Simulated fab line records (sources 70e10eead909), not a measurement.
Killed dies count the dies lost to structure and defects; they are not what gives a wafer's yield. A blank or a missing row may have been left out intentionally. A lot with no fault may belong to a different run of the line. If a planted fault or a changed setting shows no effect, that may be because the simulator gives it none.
Matching of chambers    flow nand harc    NHARC_A_SGD_CUT_DEP_00 on pecvd-02: 3 sister chambers
The step deposits SiNx, target thk 50 nm. 6 wafers are shown with their chamber, then 9 later ones without.

## WAFERS PAIRED WITH THEIR CHAMBERS
wafer   chamber  heater power w (W)  heater power outer w (W)
L883.4  1        604                 379
L886.1  1        521                 302
L886.4  0        899                 536
L891.1  2        806                 491
L891.5  0        789                 465
L891.6  2        794                 485

## WAFERS WHOSE CHAMBER IS MISSING
wafer   heater power w (W)  heater power outer w (W)
L892.1  720                 446
L892.3  512                 308
L892.5  803                 455
L894.1  857                 517
L894.3  583                 360
L894.6  573                 359
L896.1  529                 331
L896.2  803                 493
L896.3  811                 466

## EACH ONE'S CHAMBER
wafer   from the rows above           in truth
L892.1  can't be placed: 2 or 0 or 1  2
L892.3  1                             1
L892.5  can't be placed: 2 or 0       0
L894.1  can't be placed: 0 or 2       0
L894.3  1                             1
L894.6  1                             1
L896.1  1                             1
L896.2  can't be placed: 2 or 0       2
L896.3  can't be placed: 2 or 0       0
4 of 9 placed correctly. Can't be placed from these rows: 5 (the true chamber is among the candidates in 5). Wrongly placed: 0.
How it was worked out, from the rows above alone: a wafer's distance from a chamber is the root of the sum, over the readings, of the square of ((its reading less the chamber's mean) divided by the reading's scatter). The wafer belongs to the nearest chamber; if the next one is less than 2 further off, it can't be placed. A chamber's mean is the mean of its shown wafers. The scatter is the square root of a quotient: the sum, over the shown wafers, of each reading's squared deviation from its chamber's mean, divided by wafers minus chambers.
